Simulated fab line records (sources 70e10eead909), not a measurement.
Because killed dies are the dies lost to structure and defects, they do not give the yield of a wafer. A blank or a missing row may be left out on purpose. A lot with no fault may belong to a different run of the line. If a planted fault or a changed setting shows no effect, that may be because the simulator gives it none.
fab line records	flow nand_harc
record: lots: 14	wafers: 42	last_day: 24
route steps=1159 shown A_STAIRCASE@531
lots that met no fault: from a run of the same line without faults
start_h: hours from the record's opening day to when the first of the lot's shown wafers began	wait_h: hours from the lot's prior step to this one	" same as the row above	L1.1+2: one row covering several wafers at once	- value missing, or start not given	* or withheld: withheld	< > ~ a bound
route shown NAME@n: a module of which the file shows steps, and the number in the route of the first	usual: the fault-free wafers' mean and standard deviation	same: alike in all rows	chamber/n: place in a boat	sites: each site's reading	_std_site: standard deviation across them	_edge_site: outer sites' mean less inner sites'	radius_mm: how far each site lies from the wafer's centre	mask NAME#n: copy n	behind: tool/chamber where the wafer was last shaped	hold: why the lot was held/for how many hours/how that ended	device: the n, p or np transistor that did not switch	end of line: the same wafers' tests at the end of the route	where a step has no rows: the recipe by itself	killed: the dies lost at the first sort to structure and to defects; this is not the yield of the wafer	map: per-die view of a wafer (x killed, . not killed, _ where there is no die)
set.NAME: the setting that was run; set.NAME@STEP: the one run at that earlier step	model.NAME: the simulator's own value behind a step, which no gauge read
a sample of lots followed through the steps of the route, with each step as a table and each wafer as a row
services: from which hour (start_h, from the record's first day; less than 0 if before it) a tool's chamber was out of use, for how many hours, and why
== steps ==
step: NHARC_A_STAIRCASE_ETCH_169
recipe: target_depth_a: 500	time_s: 107.1	ion_energy_ev: 120	ch3f_flow_sccm: 50	o2_flow_sccm: 30	ar_flow_sccm: 200	rf_w: 500	bias_w: 100	chemistry: CH3F/O2
usual: bias_w: 99.99/0.3	drypump_motor_current_A: 5.6/0.48	oes_product_au: 0.954/0.019	rf_vpp_V: 244.5/1.7	showerhead_plenum_p_Torr: 2.47/0.12	throttle_valve_pct: 20.662/0.0084
same: time_s: 107.1
lot.wafer	tool	chamber	start_h	wait_h	bias_w	drypump_motor_current_A	oes_product_au	rf_hours_counter_h	rf_vpp_V	showerhead_plenum_p_Torr	throttle_valve_pct
L137.1	rie_diel-03	1	245.10	0.3	100.27	4.7	0.972	7	244.1	2.58	20.659
L137.3	"	3	"	"	99.95	5.3	0.943	9	242.7	2.31	20.661
L137.5	"	1	"	"	100.34	4.7	0.985	-	246.8	2.58	20.654
L136.1	rie_diel-04	2	245.32	0.1	99.60	5.7	0.973	45	245.9	2.52	20.662
L136.2	"	0	"	"	100.17	5.7	0.989	43	243.7	2.40	20.674
L136.6	"	2	"	"	100.05	5.7	0.989	-	244.8	2.52	20.662
L138.3	rie_diel-03	3	251.67	0.1	99.85	5.3	0.969	11	242.0	2.31	20.658
L138.2	"	0	"	"	99.91	5.8	0.960	10	247.3	2.51	20.667
L138.5	"	3	"	"	99.87	5.3	0.984	-	243.4	2.31	20.654
L139.2	rie_diel-03	1	251.84	0.1	99.38	4.7	0.957	8	245.2	2.57	20.662
L139.4	"	2	"	"	99.93	5.2	0.943	9	245.5	2.63	20.677
L139.5	"	2	"	"	99.69	5.1	0.960	-	246.6	2.63	20.671
L141.3	rie_diel-04	2	261.58	0.1	99.49	5.7	0.943	51	244.5	2.52	20.675
L141.4	"	3	"	"	99.58	6.2	0.914	54	241.4	2.28	20.670
L141.5	"	3	"	"	99.67	6.2	0.920	-	241.3	2.28	20.661
L140.2	rie_diel-09	0	265.59	0.3	100.43	6.4	0.939	2	245.2	2.52	20.655
L140.5	"	3	"	"	99.68	5.6	0.944	-	245.8	2.59	20.663
L140.6	"	0	"	"	99.92	6.4	0.934	-	245.8	2.52	20.656
L145.3	rie_diel-09	3	281.50	0.1	100.39	5.6	0.950	7	246.3	2.59	20.664
L145.6	"	2	"	"	100.10	5.6	0.945	-	244.7	2.54	20.657
L145.5	"	3	"	"	100.22	5.6	0.952	-	246.5	2.59	20.654
L153.2	rie_diel-04	1	335.06	0.1	99.73	5.1	0.955	9	243.3	2.34	20.670
L153.1	"	2	"	"	99.85	5.7	0.965	10	245.6	2.51	20.658
L153.5	"	0	"	"	99.86	5.7	0.938	-	242.6	2.39	20.682
L154.4	rie_diel-09	0	343.67	0.3	100.28	6.4	0.933	34	246.1	2.51	20.656
L154.1	"	1	"	"	99.22	5.0	0.980	31	242.2	2.30	20.660
L154.3	"	3	"	"	99.78	5.6	0.951	34	245.1	2.57	20.659
L158.3	rie_diel-04	1	354.60	0.2	99.84	5.1	0.974	18	241.6	2.33	20.656
L158.1	"	0	"	"	99.95	5.7	0.943	19	244.4	2.39	20.664
L158.5	"	1	"	"	100.48	5.1	0.975	-	242.3	2.33	20.655
L157.2	rie_diel-03	2	354.72	0.1	99.96	5.2	0.913	47	247.9	2.62	20.652
L157.5	"	3	"	"	100.42	5.3	0.923	-	243.8	2.30	20.658
L157.6	"	2	"	"	100.15	5.2	0.920	-	245.1	2.62	20.659
L156.3	rie_diel-03	1	358.32	0.2	100.28	4.8	0.921	43	246.3	2.56	20.667
L156.5	"	3	"	"	99.98	5.3	0.920	-	242.1	2.30	20.667
L156.4	"	2	"	"	100.11	5.2	0.928	-	246.6	2.61	20.665
L155.4	rie_diel-04	3	358.46	0.1	99.66	6.2	0.940	23	245.6	2.65	20.657
L155.2	"	0	"	"	100.04	5.7	0.953	21	242.5	2.39	20.658
L155.5	"	2	"	"	100.09	5.7	0.949	-	244.1	2.50	20.677
L159.2	rie_diel-04	1	371.47	0.2	99.96	5.1	0.973	26	242.1	2.33	20.661
L159.1	"	2	"	"	100.13	5.7	0.963	28	246.2	2.50	20.678
L159.5	"	0	"	"	100.46	5.7	0.955	-	244.1	2.39	20.658
step: NHARC_A_STAIRCASE_ETCH_15
recipe: target_depth_a: 1000	time_s: 40.5	ion_energy_ev: 400	c4f8_flow_sccm: 20	o2_flow_sccm: 10	ar_flow_sccm: withheld	rf_w: 600	bias_w: 1000	chemistry: C4F8/O2
usual: bias_w: 1000/3.2	oes_product_au: 0.940/0.011	rf_vpp_V: 897/6.1
same: time_s: 40.5
lot.wafer	tool	chamber	start_h	wait_h	bias_w	oes_product_au	rf_hours_counter_h	rf_vpp_V
L137.3	rie_diel-09	0	-	-	1000	0.929	56	898
L137.1	"	1	"	"	1001	0.933	53	888
L137.5	"	0	"	"	1004	0.925	-	900
L136.1	rie_diel-04	0	-	-	1000	0.946	43	893
L136.2	"	1	"	"	1001	0.955	42	891
L136.6	"	0	"	"	997	0.948	-	891
L138.2	rie_diel-04	2	-	-	1004	0.940	47	899
L138.3	"	0	"	"	1006	0.953	45	894
L138.5	"	3	"	"	1000	0.935	-	886
L139.2	rie_diel-03	2	-	-	997	0.932	10	905
L139.4	"	0	"	"	996	0.942	11	898
L139.5	"	2	"	"	998	0.937	-	905
L141.4	rie_diel-03	1	-	-	996	0.946	16	901
L141.3	"	3	"	"	1000	0.921	19	888
L141.5	"	1	"	"	1001	0.945	-	901
L140.2	rie_diel-03	1	-	-	1007	0.949	17	902
L140.5	"	3	"	"	1002	0.930	-	889
L140.6	"	0	"	"	997	0.935	-	899
L145.3	rie_diel-03	1	-	-	999	0.944	22	901
L145.5	"	0	"	"	996	0.914	-	897
L145.6	"	1	"	"	999	0.943	-	902
L153.1	rie_diel-04	1	-	-	998	0.952	12	890
L153.2	"	0	"	"	1004	0.939	12	893
L153.5	"	2	"	"	999	0.942	-	899
L154.4	rie_diel-09	2	-	-	998	0.942	33	899
L154.1	"	3	"	"	1003	0.940	35	902
L154.3	"	1	"	"	998	0.964	31	887
L158.1	rie_diel-03	3	-	-	997	0.924	50	887
L158.3	"	2	"	"	999	0.936	48	903
L158.5	"	1	"	"	1001	0.945	-	901
L157.2	rie_diel-09	3	-	-	1003	0.936	39	901
L157.6	"	2	"	"	999	0.948	-	899
L157.5	"	3	"	"	1005	0.948	-	903
L156.4	rie_diel-09	2	-	-	998	0.957	39	900
L156.3	"	0	"	"	996	0.931	39	899
L156.5	"	3	"	"	1003	0.945	-	902
L155.4	rie_diel-04	1	-	-	1000	0.957	20	890
L155.2	"	2	"	"	1003	0.964	22	898
L155.5	"	0	"	"	998	0.948	-	891
L159.2	rie_diel-04	0	-	-	1002	0.947	28	893
L159.1	"	1	"	"	1001	0.949	27	890
L159.5	"	3	"	"	1003	0.940	-	904
step: NHARC_A_STAIRCASE_TRIM_22
recipe: time_s: 211.2	o2_flow_sccm: 500	ar_flow_sccm: 0	bias_w: 0	chemistry: O2
usual: drypump_motor_current_A: 5.6/0.44	oes_product_au: 1.005/0.0088	rf_vpp_V: 57.8/0.93	showerhead_plenum_p_Torr: 3.52/0.16	throttle_valve_pct: 17.035/0.0088
same: bias_w: 0	time_s: 211.2
lot.wafer	tool	chamber	start_h	wait_h	drypump_motor_current_A	oes_product_au	rf_hours_counter_h	rf_vpp_V	showerhead_plenum_p_Torr	throttle_valve_pct
L136.2	rie_diel-04	1	248.47	-	5.2	1.011	42	57.6	3.37	17.041
L136.1	"	2	"	"	5.7	1.013	46	58.5	3.61	17.033
L136.6	"	1	"	"	5.2	1.016	-	57.9	3.37	17.044
L137.3	rie_diel-09	1	248.54	-	5.0	1.016	54	56.3	3.33	17.042
L137.1	"	3	"	"	5.6	1.022	54	59.1	3.71	17.024
L137.5	"	1	"	"	5.0	1.014	-	56.4	3.33	17.030
L138.3	rie_diel-04	2	254.70	-	5.7	1.020	48	57.0	3.61	17.044
L138.2	"	3	"	"	6.3	0.992	50	57.5	3.28	17.026
L138.5	"	3	"	"	6.3	0.996	-	57.3	3.28	17.034
L139.2	rie_diel-04	2	255.65	-	5.7	1.010	48	58.2	3.61	17.042
L139.4	"	3	"	"	6.2	0.996	51	56.9	3.28	17.057
L139.5	"	1	"	"	5.1	1.012	-	58.2	3.37	17.030
L141.3	rie_diel-09	1	267.14	-	5.0	1.007	2	57.0	3.33	17.021
L141.4	"	2	"	"	5.6	1.002	3	58.5	3.64	17.049
L141.5	"	3	"	"	5.6	1.009	-	57.1	3.71	17.032
L140.2	rie_diel-04	0	268.86	-	5.7	0.781	53	57.6	3.45	17.025
L140.6	"	1	"	"	5.1	0.789	-	57.7	3.37	17.035
L140.5	"	2	"	"	5.7	1.002	-	58.7	3.61	17.024
L145.3	rie_diel-04	1	287.44	-	5.2	1.007	58	57.9	3.36	17.036
L145.6	"	3	"	"	6.3	0.777	-	57.2	3.27	17.022
L145.5	"	0	"	"	5.7	1.007	-	59.1	3.44	17.042
L153.2	rie_diel-03	3	338.50	0.1	5.3	1.002	42	56.7	3.31	17.032
L153.1	"	1	"	"	4.7	1.009	34	57.8	3.67	17.038
L153.5	"	1	"	"	4.7	1.025	-	59.6	3.67	17.027
L154.4	rie_diel-09	3	347.02	-	5.6	0.999	35	58.8	3.69	17.019
L154.1	"	0	"	"	6.4	0.993	35	57.9	3.60	17.029
L154.3	"	1	"	"	5.0	1.012	32	57.3	3.31	17.029
L158.1	rie_diel-03	3	358.22	-	5.3	0.999	50	58.0	3.31	17.041
L158.3	"	1	"	"	4.7	1.013	43	59.0	3.67	17.030
L158.5	"	1	"	"	4.7	1.000	-	59.1	3.67	17.019
L157.2	rie_diel-04	3	358.38	-	6.2	1.015	23	58.7	3.80	17.035
L157.5	"	2	"	"	5.7	1.006	-	57.5	3.59	17.039
L157.6	"	3	"	"	6.2	1.007	-	58.4	3.80	17.044
L155.2	rie_diel-04	3	361.69	-	6.3	1.003	24	57.6	3.79	17.033
L155.4	"	0	"	"	5.7	1.009	22	56.5	3.43	17.026
L155.5	"	0	"	"	5.7	1.005	-	57.8	3.43	17.042
L156.3	rie_diel-09	1	363.34	-	5.0	1.013	38	58.1	3.31	17.042
L156.4	"	2	"	"	5.6	1.002	40	58.8	3.62	17.044
L156.5	"	1	"	"	5.0	1.005	-	57.1	3.31	17.032
L159.1	rie_diel-04	2	375.19	-	5.7	1.008	28	58.6	3.59	17.042
L159.2	"	0	"	"	5.7	1.013	28	57.5	3.43	17.037
L159.5	"	2	"	"	5.7	1.015	-	57.0	3.59	17.035
step: NHARC_A_STAIRCASE_TRIM_26
recipe: time_s: 211.2	o2_flow_sccm: 500	ar_flow_sccm: 0	bias_w: 0	chemistry: O2
usual: drypump_motor_current_A: 5.6/0.45	oes_product_au: 1.005/0.0084	rf_vpp_V: 57.7/0.88	showerhead_plenum_p_Torr: 3.52/0.17	throttle_valve_pct: 17.035/0.0083
same: bias_w: 0	time_s: 211.2
lot.wafer	tool	chamber	start_h	wait_h	drypump_motor_current_A	oes_product_au	rf_hours_counter_h	rf_vpp_V	showerhead_plenum_p_Torr	throttle_valve_pct
L136.1	rie_diel-04	1	-	-	5.1	1.012	42	57.3	3.37	17.031
L136.2	"	3	"	"	6.3	0.991	49	57.7	3.28	17.023
L136.6	"	2	"	"	5.7	1.003	-	57.7	3.61	17.056
L137.1	rie_diel-09	1	-	-	5.0	1.014	54	56.7	3.33	17.041
L137.3	"	2	"	"	5.6	0.999	53	59.0	3.64	17.036
L137.5	"	1	"	"	5.0	1.016	-	58.9	3.33	17.039
L138.3	rie_diel-04	1	-	-	5.2	1.012	45	56.6	3.37	17.037
L138.2	"	0	"	"	5.7	1.012	46	58.4	3.45	17.051
L138.5	"	1	"	"	5.2	1.016	-	58.7	3.37	17.029
L139.4	rie_diel-04	2	-	-	5.7	1.009	49	58.6	3.61	17.023
L139.2	"	3	"	"	6.3	0.988	51	58.3	3.28	17.030
L139.5	"	2	"	"	5.8	1.017	-	58.5	3.61	17.026
L141.4	rie_diel-09	3	-	-	5.6	1.001	3	58.4	3.71	17.046
L141.3	"	0	"	"	6.4	1.002	2	58.0	3.62	17.042
L141.5	"	3	"	"	5.6	1.005	-	57.6	3.71	17.028
L140.2	rie_diel-04	3	-	-	6.3	0.998	59	56.2	3.28	17.042
L140.5	"	1	"	"	5.1	1.007	-	58.0	3.37	17.031
L140.6	"	2	"	"	5.7	1.006	-	59.0	3.61	17.035
L145.3	rie_diel-04	2	-	-	5.7	1.002	61	58.0	3.60	17.043
L145.6	"	2	"	"	5.8	1.008	-	57.2	3.60	17.024
L145.5	"	3	"	"	6.3	1.001	-	57.1	3.27	17.040
L153.1	rie_diel-03	3	-	-	5.3	1.006	42	56.4	3.31	17.029
L153.2	"	1	"	"	4.8	1.022	35	57.3	3.67	17.030
L153.5	"	3	"	"	5.3	1.001	-	57.0	3.31	17.031
L154.1	rie_diel-09	2	-	-	5.6	1.002	34	57.9	3.62	17.026
L154.3	"	0	"	"	6.4	0.993	35	58.2	3.60	17.020
L154.4	"	1	"	"	5.0	1.006	32	57.7	3.31	17.026
L158.3	rie_diel-03	2	-	-	5.2	0.988	48	57.0	3.74	17.027
L158.1	"	3	"	"	5.3	0.991	50	56.3	3.31	17.043
L158.5	"	2	"	"	5.2	1.002	-	59.2	3.74	17.024
L157.2	rie_diel-04	3	-	-	6.3	1.011	23	58.8	3.79	17.040
L157.5	"	0	"	"	5.7	1.003	-	59.0	3.43	17.033
L157.6	"	1	"	"	5.2	1.018	-	58.1	3.35	17.037
L155.2	rie_diel-04	2	-	-	5.7	1.011	25	58.1	3.59	17.026
L155.4	"	3	"	"	6.2	1.015	26	59.8	3.79	17.060
L155.5	"	2	"	"	5.7	1.016	-	57.0	3.59	17.034
L156.3	rie_diel-09	3	-	-	5.6	1.005	44	56.4	3.68	17.047
L156.4	"	0	"	"	6.4	0.989	42	56.5	3.59	17.031
L156.5	"	2	"	"	5.6	0.995	-	57.5	3.62	17.035
L159.2	rie_diel-04	0	-	-	5.7	0.993	29	59.4	3.43	17.036
L159.1	"	1	"	"	5.1	1.015	28	57.0	3.35	17.020
L159.5	"	2	"	"	5.7	1.003	-	57.9	3.59	17.054
== services ==
tool	chamber	start_h	hours	kind
rie_diel-04	1	221.44	12.1	repair
rie_diel-03	-	241.52	0.1	repair
rie_diel-04	0	243.56	-	clean
rie_diel-04	1	243.56	-	clean
rie_diel-04	2	243.56	-	clean
rie_diel-04	3	243.56	-	clean
rie_diel-09	-	254.10	9.0	pm
rie_diel-04	0	268.06	-	clean
rie_diel-04	1	268.06	-	clean
rie_diel-04	2	268.06	-	clean
rie_diel-04	3	268.06	-	clean
rie_diel-03	1	277.25	7.0	repair
rie_diel-04	-	289.15	9.0	pm
rie_diel-04	0	289.15	9.0	vent_cycle
rie_diel-04	1	289.15	9.0	vent_cycle
rie_diel-04	2	289.15	9.0	vent_cycle
rie_diel-04	3	289.15	9.0	vent_cycle
rie_diel-04	0	298.15	-	clean
rie_diel-03	3	309.67	6.2	repair
rie_diel-03	1	312.57	18.9	repair
rie_diel-03	-	333.37	0.1	repair
rie_diel-09	1	339.50	1.9	repair
rie_diel-09	0	353.43	2.7	repair
rie_diel-09	0	371.94	1.3	repair
== key ==
first_sign: step: NHARC_A_STAIRCASE_TRIM_22	reading: oes_product_au	direction: down	sigmas: 25	usual: 1.005	struck: 0.782
effect none on later readings
met_at NHARC_A_STAIRCASE_TRIM_22
struck_lots L140,L145
struck_wafers L140.2,L140.6,L145.6
later_rows_left_out L140.2,L140.6,L145.6
sort_left_out L140.2,L140.6,L145.6
tester_left_out L140,L145
not_acting_at NHARC_A_STAIRCASE_ETCH_169,NHARC_A_STAIRCASE_ETCH_15,NHARC_A_STAIRCASE_TRIM_26
onset_between 255.65 268.86
fault: kind: process_parameter_drift	tool: rie_diel-04	chamber: -	onset_h: 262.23	steps: NHARC_A_STAIRCASE_TRIM_22	channel: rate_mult	offset: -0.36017	shape: step	end_h: 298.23	scope: struck_wafers_only
tester_left_out: of these lots the tester's yield and bins aren't shown, on N5 and GAA mostly nor the transistor test; their killed dies are dies lost to structure and defects alone, not to doping, threshold or leakage, so they don't give the yield
sort_left_out: the simulated sort isn't trusted on such a fault, so these wafers' sort isn't shown, and their yield isn't known
later_rows_left_out: the simulator's readings of these wafers behind a module that went badly wrong aren't trusted and aren't shown, but for the sort
